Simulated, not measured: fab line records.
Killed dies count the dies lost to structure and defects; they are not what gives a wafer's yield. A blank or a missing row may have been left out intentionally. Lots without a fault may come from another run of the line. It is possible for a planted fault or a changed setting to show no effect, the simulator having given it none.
Which tool was responsible? | flow nand_harc | Sampling: 24 lots, 72 wafers, 6 of 1302 route steps

== WHAT EACH GAUGE READ, for each wafer ==
NHARC_P_ZERO_WELL_CD_MEAS_11: target cd 500 nm. Usual: cd_nm 499.9 nm, standard deviation 1.6.
lot  | measured     | on        | cd_nm (nm)        | flag
L074 | day 1 21:16  | cd_sem-01 | 501.1 498.2 501.2 |
L075 | day 2 07:22  | cd_sem-02 | 499.2 502.0 498.2 |
L076 | day 2 17:15  | cd_sem-02 | 503.3 501.4 500.9 |
L077 | day 3 03:07  | cd_sem-02 | 497.7 500.1 499.9 |
L078 | day 3 13:07  | cd_sem-02 | 501.6 501.8 499.1 |
L079 | day 3 23:14  | cd_sem-03 | 497.7 496.9 497.9 |
L080 | day 4 09:15  | cd_sem-03 | 499.8 497.7 498.2 |
L081 | day 4 19:14  | cd_sem-01 | 497.1 499.8 498.1 |
L082 | day 5 05:07  | cd_sem-02 | 499.6 496.1 500.2 |
L083 | day 5 15:19  | cd_sem-01 | 501.3 502.9 502.2 |
L084 | day 6 01:14  | cd_sem-01 | 500.3 501.6 499.7 |
L085 | day 6 11:19  | cd_sem-01 | 500.7 499.2 500.5 |
L086 | day 6 21:14  | cd_sem-01 | 502.0 499.4 498.7 |
L087 | day 7 07:15  | cd_sem-03 | 501.5 501.3 499.5 |
L088 | day 7 17:11  | cd_sem-03 | 500.5 503.5 500.6 |
L089 | day 8 03:11  | cd_sem-03 | 498.9 500.0 499.1 |
L090 | day 8 13:15  | cd_sem-03 | 500.3 502.5 502.2 |
L091 | day 8 23:15  | cd_sem-03 | 502.2 501.3 502.8 |
L092 | day 9 09:08  | cd_sem-01 | 500.1 498.8 498.3 |
L093 | day 9 19:08  | cd_sem-01 | 499.3 501.4 499.7 |
L094 | day 10 05:15 | cd_sem-01 | 498.6 496.2 499.0 |
L095 | day 10 15:35 | cd_sem-01 | 502.1 501.1 500.9 |
L096 | day 11 01:14 | cd_sem-02 | 498.4 496.6 497.9 |
L097 | day 11 11:14 | cd_sem-02 | 498.4 500.6 500.0 |

NHARC_P_STI_CD_MEAS_09: target cd 200 nm. Usual: cd_nm 200.0 nm, standard deviation 2.2.
lot  | measured     | on        | cd_nm (nm)        | flag
L074 | day 2 19:52  | cd_sem-03 | 196.8 197.8 198.8 |
L075 | day 3 07:15  | cd_sem-03 | 201.8 201.9 201.2 |
L076 | day 3 15:15  | cd_sem-03 | 199.1 198.6 200.8 |
L077 | day 4 04:08  | cd_sem-02 | 199.3 197.7 198.7 |
L078 | day 4 14:24  | cd_sem-01 | 202.3 200.1 200.3 |
L079 | day 4 21:46  | cd_sem-03 | 200.1 200.9 198.7 |
L080 | day 5 08:24  | cd_sem-01 | 200.4 200.8 202.3 |
L081 | day 5 17:31  | cd_sem-02 | 197.1 197.7 199.3 |
L082 | day 6 02:05  | cd_sem-03 | 202.4 201.6 201.7 |
L083 | day 6 16:20  | cd_sem-02 | 202.3 202.7 200.1 |
L084 | day 6 23:55  | cd_sem-01 | 198.4 200.1 200.1 |
L085 | day 7 11:26  | cd_sem-03 | 199.4 201.3 198.0 |
L086 | day 7 19:29  | cd_sem-03 | 201.2 197.3 202.4 |
L087 | day 8 04:40  | cd_sem-02 | 198.4 195.3 197.3 |
L088 | day 8 14:26  | cd_sem-01 | 199.4 198.1 194.9 |
L089 | day 9 01:14  | cd_sem-01 | 199.5 201.7 201.9 |
L090 | day 9 11:47  | cd_sem-01 | 201.9 202.7 199.8 |
L091 | day 9 20:34  | cd_sem-03 | 203.9 203.1 203.4 |
L092 | day 10 12:40 | cd_sem-03 | 202.9 199.6 201.2 |
L093 | day 10 22:50 | cd_sem-03 | 204.6 205.6 203.8 |
L094 | day 11 03:01 | cd_sem-02 | 198.9 198.0 198.3 |
L095 | day 11 12:56 | cd_sem-01 | 200.1 197.7 199.8 |
L096 | day 11 22:05 | cd_sem-02 | 200.3 199.2 200.3 |
L097 | day 12 08:33 | cd_sem-03 | 199.4 199.5 200.2 |

NHARC_P_CONTACT_INSPECT_27. Usual: raw_defect_count 263, standard deviation 120.
lot  | measured     | on                | raw_defect_count | flag
L074 | day 5 21:37  | defect_inspect-01 | 352 149 359      |
L075 | day 6 15:36  | defect_inspect-02 | 347 263 631      |
L076 | day 6 17:53  | defect_inspect-02 | 156 126 253      |
L077 | day 7 11:35  | defect_inspect-02 | 401 175 394      |
L078 | day 7 18:33  | defect_inspect-01 | 244 330 387      |
L079 | day 7 23:13  | defect_inspect-02 | 276 227 220      |
L080 | day 8 11:12  | defect_inspect-02 | 308 323 223      |
L081 | day 8 21:50  | defect_inspect-01 | 119 147 103      |
L082 | day 9 10:55  | defect_inspect-02 | 236 210 139      |
L083 | day 9 23:48  | defect_inspect-01 | 289 175 250      |
L084 | day 10 01:27 | defect_inspect-02 | 993 500 356      |
L085 | day 10 14:11 | defect_inspect-02 | 288 317 195      |
L086 | day 10 20:47 | defect_inspect-01 | 329 348 230      |
L087 | day 11 08:11 | defect_inspect-01 | 342 199 188      |
L088 | day 12 03:50 | defect_inspect-01 | 197 95 121       |
L089 | day 12 03:05 | defect_inspect-02 | 240 263 392      |
L090 | day 12 15:56 | defect_inspect-02 | 320 299 158      |
L091 | day 13 03:10 | defect_inspect-01 | 345 377 444      |
L092 | day 13 16:01 | defect_inspect-01 | 161 128 222      |
L093 | day 14 03:00 | defect_inspect-01 | 280 320 343      |
L094 | day 14 03:55 | defect_inspect-02 | 105 165 104      |
L095 | day 14 21:41 | defect_inspect-02 | 160 261 286      |
L096 | day 15 02:59 | defect_inspect-02 | 243 249 257      |
L097 | day 15 12:36 | defect_inspect-02 | 153 90 159       |

== EACH LOT AND THE TOOL THAT RAN IT (in order: tool; ch and the chambers of the sampled wafers; start) ==
lot  | NHARC_P_GATE_DESCUM_13             | NHARC_P_GATE_DESCUM_61             | NHARC_P_CONTACT_CMP_24
L074 | rie_diel-06 ch 0,1,2, day 4 07:47  | rie_diel-06 ch 1,3, day 5 12:09    | cmp-04 ch 0,1,2, day 5 21:16
L075 | rie_diel-06 ch 0,1, day 4 20:56    | rie_diel-03 ch 0,1,3, day 6 05:52  | cmp-01 ch 0,2,3, day 6 15:15
L076 | rie_diel-03 ch 2,3, day 5 04:30    | rie_diel-06 ch 0,2,3, day 6 08:05  | cmp-01 ch 0,1, day 6 17:29
L077 | rie_diel-06 ch 0,2,3, day 5 17:17  | rie_diel-06 ch 0,1,2, day 7 02:01  | cmp-04 ch 0,1,2, day 7 11:11
L078 | rie_diel-11 ch 0,1,2, day 6 05:37  | rie_diel-06 ch 2,3, day 7 09:04    | cmp-02 ch 0,1,2, day 7 18:10
L079 | rie_diel-11 ch 1,2,3, day 6 09:42  | rie_diel-06 ch 0,3, day 7 13:23    | cmp-04 ch 1,2,3, day 7 22:50
L080 | rie_diel-11 ch 0,2,3, day 6 21:53  | rie_diel-06 ch 0,2,3, day 8 01:36  | cmp-04 ch 0,2,3, day 8 10:48
L081 | rie_diel-06 ch 0,2,3, day 7 08:40  | rie_diel-11 ch 1,2,3, day 8 12:11  | cmp-04 ch 0,1,3, day 8 21:28
L082 | rie_diel-06 ch 0,1,3, day 7 17:07  | rie_diel-06 ch 0,1,2, day 9 01:41  | cmp-04 ch 2,3, day 9 10:31
L083 | rie_diel-03 ch 0,2,3, day 8 09:06  | rie_diel-11 ch 0,3, day 9 14:17    | cmp-04 ch 1,2,3, day 9 23:23
L084 | rie_diel-03 ch 1,2,3, day 8 08:57  | rie_diel-06 ch 0,3, day 9 16:08    | cmp-01 ch 0,1, day 10 01:03
L085 | rie_diel-11 ch 1,2, day 8 22:25    | rie_diel-03 ch 0,1,3, day 10 04:43 | cmp-02 ch 0,3, day 10 13:47
L086 | rie_diel-03 ch 1,2,3, day 9 06:40  | rie_diel-03 ch 0,3, day 10 10:56   | cmp-01 ch 2,3, day 10 20:25
L087 | rie_diel-11 ch 1,2,3, day 9 17:14  | rie_diel-03 ch 0,3, day 10 22:44   | cmp-01 ch 1,2, day 11 07:47
L088 | rie_diel-03 ch 0,1,2, day 10 13:05 | rie_diel-06 ch 0,3, day 11 18:19   | cmp-02 ch 0,3, day 12 03:26
L089 | rie_diel-11 ch 0,2,3, day 10 12:55 | rie_diel-03 ch 0,1,2, day 11 17:48 | cmp-02 ch 0,2,3, day 12 02:43
L090 | rie_diel-03 ch 2,3, day 11 01:31   | rie_diel-06 ch 1,3, day 12 06:11   | cmp-01 ch 1,2, day 12 15:30
L091 | rie_diel-03 ch 0,1, day 11 13:41   | rie_diel-06 ch 2,3, day 12 17:40   | cmp-02 ch 0,1,2, day 13 02:47
L092 | rie_diel-11 ch 0,1,3, day 12 03:31 | rie_diel-06 ch 0,1,2, day 13 06:44 | cmp-01 ch 0,1,2, day 13 15:41
L093 | rie_diel-06 ch 0,1,3, day 12 14:05 | rie_diel-11 ch 0,1, day 13 17:36   | cmp-01 ch 2,3, day 14 02:35
L094 | rie_diel-11 ch 1,2,3, day 12 14:13 | rie_diel-06 ch 0,2,3, day 13 18:20 | cmp-04 ch 1,2,3, day 14 03:32
L095 | rie_diel-11 ch 0,2,3, day 13 05:45 | rie_diel-11 ch 0,3, day 14 12:11   | cmp-01 ch 0,1, day 14 21:17
L096 | rie_diel-03 ch 0,2,3, day 13 13:14 | rie_diel-03 ch 1,2, day 14 17:07   | cmp-04 ch 1,2,3, day 15 02:38
L097 | rie_diel-03 ch 1,3, day 13 21:20   | rie_diel-11 ch 0,3, day 15 02:23   | cmp-04 ch 0,1, day 15 12:12
- NHARC_P_GATE_DESCUM_13: chemistry O2, time 3 s.
- NHARC_P_GATE_DESCUM_61: chemistry O2, time 3 s.
- NHARC_P_CONTACT_CMP_24: polishes, t overpolish 30 s, target thk 200 nm.

== AS READ BY THE TOOLS THEMSELVES (means over the sampled wafers that have a number; for cases with no such wafer, the mark the record gives instead) ==
NHARC_P_GATE_DESCUM_13. Usual: drypump_motor_current_A 5.8 A, standard deviation 0.38; oes_product_au 0.998 a.u., standard deviation 0.0077; rf_vpp_V 58.0 V, standard deviation 0.9; showerhead_plenum_p_Torr 1.96 Torr, standard deviation 0.074; throttle_valve_pct 11.312 %, standard deviation 0.0088.
lot  | tool        | drypump_motor_current_A (A) | oes_product_au (a.u.) | rf_vpp_V (V) | showerhead_plenum_p_Torr (Torr) | throttle_valve_pct (%) | flag
L074 | rie_diel-06 | 5.9                         | 0.994                 | 58.5         | 1.96                            | 11.317                 |
L075 | rie_diel-06 | 5.7                         | 0.994                 | 58.4         | 1.98                            | 11.310                 |
L076 | rie_diel-03 | 5.2                         | 0.999                 | 57.6         | 2.03                            | 11.311                 |
L077 | rie_diel-06 | 6.0                         | 1.005                 | 58.1         | 1.93                            | 11.317                 |
L078 | rie_diel-11 | 5.9                         | 0.995                 | 58.1         | 2.01                            | 11.315                 |
L079 | rie_diel-11 | 5.9                         | 0.992                 | 57.9         | 1.98                            | 11.311                 |
L080 | rie_diel-11 | 5.8                         | 1.001                 | 57.8         | 1.97                            | 11.305                 |
L081 | rie_diel-06 | 6.0                         | 0.996                 | 57.5         | 1.93                            | 11.317                 |
L082 | rie_diel-06 | 5.8                         | 0.987                 | 58.0         | 1.95                            | 11.311                 |
L083 | rie_diel-03 | 5.5                         | 1.003                 | 57.8         | 2.01                            | 11.312                 |
L084 | rie_diel-03 | 5.5                         | 0.994                 | 57.8         | 1.95                            | 11.311                 |
L085 | rie_diel-11 | 5.9                         | 0.994                 | 57.7         | 2.03                            | 11.312                 |
L086 | rie_diel-03 | 5.6                         | 0.998                 | 57.9         | 1.95                            | 11.315                 |
L087 | rie_diel-11 | 5.9                         | 0.996                 | 57.7         | 1.98                            | 11.312                 |
L088 | rie_diel-03 | 5.8                         | 1.000                 | 58.0         | 1.94                            | 11.311                 |
L089 | rie_diel-11 | 5.9                         | 1.005                 | 57.6         | 1.97                            | 11.299                 |
L090 | rie_diel-03 | 5.6                         | 1.003                 | 58.3         | 2.02                            | 11.310                 |
L091 | rie_diel-03 | 5.7                         | 1.009                 | 58.1         | 1.86                            | 11.309                 |
L092 | rie_diel-11 | 6.0                         | 1.003                 | 59.0         | 1.96                            | 11.321                 |
L093 | rie_diel-06 | 5.8                         | 0.990                 | 58.4         | 1.95                            | 11.311                 |
L094 | rie_diel-11 | 5.9                         | 0.994                 | 58.0         | 1.97                            | 11.321                 |
L095 | rie_diel-11 | 5.9                         | 0.993                 | 58.4         | 1.97                            | 11.309                 |
L096 | rie_diel-03 | 5.5                         | 0.996                 | 58.0         | 2.01                            | 11.312                 |
L097 | rie_diel-03 | 5.1                         | 1.009                 | 57.1         | 1.96                            | 11.309                 |

NHARC_P_GATE_DESCUM_61. Usual: drypump_motor_current_A 5.8 A, standard deviation 0.36; oes_product_au 0.999 a.u., standard deviation 0.0077; rf_vpp_V 58.0 V, standard deviation 0.89; showerhead_plenum_p_Torr 1.95 Torr, standard deviation 0.07; throttle_valve_pct 11.311 %, standard deviation 0.0092.
lot  | tool        | drypump_motor_current_A (A) | oes_product_au (a.u.) | rf_vpp_V (V) | showerhead_plenum_p_Torr (Torr) | throttle_valve_pct (%) | flag
L074 | rie_diel-06 | 5.7                         | 1.006                 | 57.5         | 1.90                            | 11.326                 |
L075 | rie_diel-03 | 5.3                         | 1.003                 | 58.1         | 1.94                            | 11.318                 |
L076 | rie_diel-06 | 6.0                         | 1.004                 | 57.5         | 1.93                            | 11.310                 |
L077 | rie_diel-06 | 5.9                         | 0.991                 | 58.8         | 1.96                            | 11.319                 |
L078 | rie_diel-06 | 5.9                         | 1.007                 | 56.7         | 1.88                            | 11.314                 |
L079 | rie_diel-06 | 5.9                         | 1.009                 | 57.7         | 1.92                            | 11.317                 |
L080 | rie_diel-06 | 6.0                         | 0.999                 | 58.1         | 1.93                            | 11.309                 |
L081 | rie_diel-11 | 6.0                         | 0.996                 | 58.5         | 1.98                            | 11.311                 |
L082 | rie_diel-06 | 5.9                         | 0.993                 | 58.5         | 1.96                            | 11.316                 |
L083 | rie_diel-11 | 5.9                         | 1.002                 | 57.4         | 1.92                            | 11.315                 |
L084 | rie_diel-06 | 6.0                         | 1.002                 | 58.1         | 1.97                            | 11.311                 |
L085 | rie_diel-03 | 5.4                         | 0.999                 | 57.7         | 1.94                            | 11.309                 |
L086 | rie_diel-03 | 5.3                         | 0.993                 | 58.4         | 1.99                            | 11.310                 |
L087 | rie_diel-03 | 5.3                         | 0.997                 | 57.9         | 2.00                            | 11.303                 |
L088 | rie_diel-06 | 5.9                         | 1.003                 | 58.0         | 1.92                            | 11.308                 |
L089 | rie_diel-03 | 5.8                         | 1.008                 | 58.0         | 1.93                            | 11.313                 |
L090 | rie_diel-06 | 5.7                         | 0.998                 | 58.0         | 1.90                            | 11.307                 |
L091 | rie_diel-06 | 5.8                         | 0.991                 | 57.3         | 1.88                            | 11.309                 |
L092 | rie_diel-06 | 5.9                         | 0.997                 | 58.2         | 1.96                            | 11.303                 |
L093 | rie_diel-11 | 6.0                         | 0.998                 | 59.7         | 1.99                            | 11.308                 |
L094 | rie_diel-06 | 6.0                         | 0.998                 | 57.7         | 1.93                            | 11.315                 |
L095 | rie_diel-11 | 5.9                         | 0.999                 | 58.0         | 1.92                            | 11.308                 |
L096 | rie_diel-03 | 6.0                         | 1.004                 | 57.7         | 1.95                            | 11.310                 |
L097 | rie_diel-11 | 5.9                         | 1.002                 | 57.9         | 1.92                            | 11.316                 |

NHARC_P_CONTACT_CMP_24. Usual: motor_current_A 12.1 A, standard deviation 0.84; overpolish_run_s 30.000 s, standard deviation 0.0085; slurry_flow_ml_min 149.9, standard deviation 0.5; time_to_endpoint_s 40.6 s, standard deviation 2.3.
lot  | tool   | motor_current_A (A) | overpolish_run_s (s) | slurry_flow_ml_min | time_to_endpoint_s (s) | flag
L074 | cmp-04 | 11.5                | 30.009               | 150.0              | 39.2                   |
L075 | cmp-01 | 12.1                | 29.997               | 149.7              | 40.7                   |
L076 | cmp-01 | 12.6                | 29.998               | 149.7              | 40.6                   |
L077 | cmp-04 | 11.2                | 30.003               | 150.0              | 43.0                   |
L078 | cmp-02 | 12.2                | 30.003               | 150.4              | 38.7                   |
L079 | cmp-04 | 11.8                | 30.009               | 150.4              | 39.6                   |
L080 | cmp-04 | 11.7                | 29.998               | 149.8              | 42.2                   |
L081 | cmp-04 | 11.8                | 30.006               | 150.1              | 42.4                   |
L082 | cmp-04 | 12.1                | 30.006               | 150.1              | 42.7                   |
L083 | cmp-04 | 11.8                | 30.001               | 149.3              | 43.2                   |
L084 | cmp-01 | 12.8                | 30.000               | 149.9              | 41.6                   |
L085 | cmp-02 | 12.6                | 30.000               | 149.5              | 40.4                   |
L086 | cmp-01 | 12.2                | 30.004               | 150.2              | 42.9                   |
L087 | cmp-01 | 13.0                | 30.001               | 150.0              | 40.5                   |
L088 | cmp-02 | 12.6                | 29.997               | 150.2              | 40.8                   |
L089 | cmp-02 | 12.3                | 29.997               | 149.8              | 41.6                   |
L090 | cmp-01 | 12.8                | 30.006               | 149.5              | 37.9                   |
L091 | cmp-02 | 12.0                | 29.996               | 150.1              | 39.6                   |
L092 | cmp-01 | 12.4                | 30.007               | 149.7              | 39.1                   |
L093 | cmp-01 | 12.0                | 29.999               | 149.2              | 41.9                   |
L094 | cmp-04 | 11.5                | 30.000               | 150.0              | 36.3                   |
L095 | cmp-01 | 12.6                | 30.013               | 150.1              | 37.8                   |
L096 | cmp-04 | 11.7                | 29.991               | 149.9              | 40.7                   |
L097 | cmp-04 | 11.3                | 30.004               | 150.1              | 38.3                   |

== THE ANSWER, worked out from the rows above alone ==
Rule: a lot counts as off when the mean over its wafers that have a number is more than 3 standard deviations away from the usual mean. A lot without any number at a reading at which 4 lots or more have one is off too. Any other lot the step has rows for is counted as sound. First the gauges in route order, then the tools' own readings, where a lot's mean is used as printed above. At the first step where some lot is off, the reading lying furthest off is the one used; lots without a number count as furthest.
Across all readings shown, no lot is off: no conclusion can be drawn from this.

== WHAT THE SIMULATOR HAD PUT IN ==
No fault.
